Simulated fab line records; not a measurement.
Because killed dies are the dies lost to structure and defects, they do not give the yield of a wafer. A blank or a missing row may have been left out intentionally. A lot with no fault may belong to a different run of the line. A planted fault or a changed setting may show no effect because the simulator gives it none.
What tool caused it?	flow nandHarc	18 wafers from 6 lots sampled at 4 of the route's 1302 steps

## WHAT EACH GAUGE READ, for each wafer
NHARC_A_ONON_D2_THK_MEAS_18: measures by ellipsometry.
lot	measured	on	thkNm (nm)
L785	day 13 20:36	filmMetro-02	1021 1023 1023
L790	day 15 10:21	filmMetro-01	864 868 994
L798	day 19 01:58	filmMetro-01	1004 1002 1004
L800	day 20 00:32	filmMetro-01	988 988 987
L805	day 21 23:01	filmMetro-01	1012 1011 1011
L806	day 22 12:55	filmMetro-02	989 991 992

## WHAT TOOL EACH LOT RAN ON (gives the tool, then ch and the chambers of the sampled wafers, and finally the start)
lot	NHARC_A_CHANNEL_FILL_D1_ALD_14	NHARC_A_DECK1_JOINT_ETCHBACK_00	NHARC_A_ONON_D2_DEP_16
L785	aldHk-04 ch 0,2,3, day 10 06:40	rieSi-01 ch 0,2,3, day 12 07:35	pecvdOnon-04 ch 0, day 13 20:05
L790	aldHk-03 ch 2,3, day 11 22:20	rieSi-06 ch 1,2, day 14 02:31	pecvdOnon-04 ch 0, day 15 09:50
L798	aldHk-04 ch 1,2,3, day 15 08:40	rieSi-04 ch 2,3, day 17 12:19	pecvdOnon-04 ch 0, day 19 01:31
L800	aldHk-01 ch 0,1, day 16 04:27	rieSi-01 ch 1,2, day 18 10:04	pecvdOnon-04 ch 0, day 20 00:05
L805	aldHk-03 ch 0,1,2, day 18 07:04	rieSi-06 ch 0,1,2, day 20 11:23	pecvdOnon-01 ch 0, day 21 22:34
L806	aldHk-03 ch 2,3, day 18 16:33	rieSi-06 ch 2,3, day 21 01:24	pecvdOnon-04 ch 0, day 22 12:24
- NHARC_A_CHANNEL_FILL_D1_ALD_14: deposits SiO2, target thk 2.5 nm, pulse time 10 s, ald cycles 25.
- NHARC_A_DECK1_JOINT_ETCHBACK_00: etches the open film in HBr, target depth 30 nm, time 17.4 s.
- NHARC_A_ONON_D2_DEP_16: target thk 1000 nm.

## THE ANSWER, worked out from the rows above alone
Rule: the usual values come from the lots themselves. Put in order of their means at a reading, lots are off if they are a third of the lots or fewer, leave a main group of 4 or more, and stand apart from it by a gap of 3 or more times the standard deviation of the main group's means; of several such gaps the widest counts. A main group is skipped when, at the precision printed for the reading in the tables above, its means are all equal. Also off: a lot with no number at a reading for which 4 or more lots have one. The other lots that the step has rows for count as sound.
Off at NHARC_A_ONON_D2_THK_MEAS_18 (thkNm): L790. Main group: mean 1003 nm, sd 13.
If a tool, at a process step before that reading, ran all the lots that are off and no sound lot after the first of them, it fits. Gauges at NHARC_A_ONON_D2_THK_MEAS_18: tried the same way as those tools. No candidate that was tried fits.

## WHAT THE SIMULATOR PUT IN
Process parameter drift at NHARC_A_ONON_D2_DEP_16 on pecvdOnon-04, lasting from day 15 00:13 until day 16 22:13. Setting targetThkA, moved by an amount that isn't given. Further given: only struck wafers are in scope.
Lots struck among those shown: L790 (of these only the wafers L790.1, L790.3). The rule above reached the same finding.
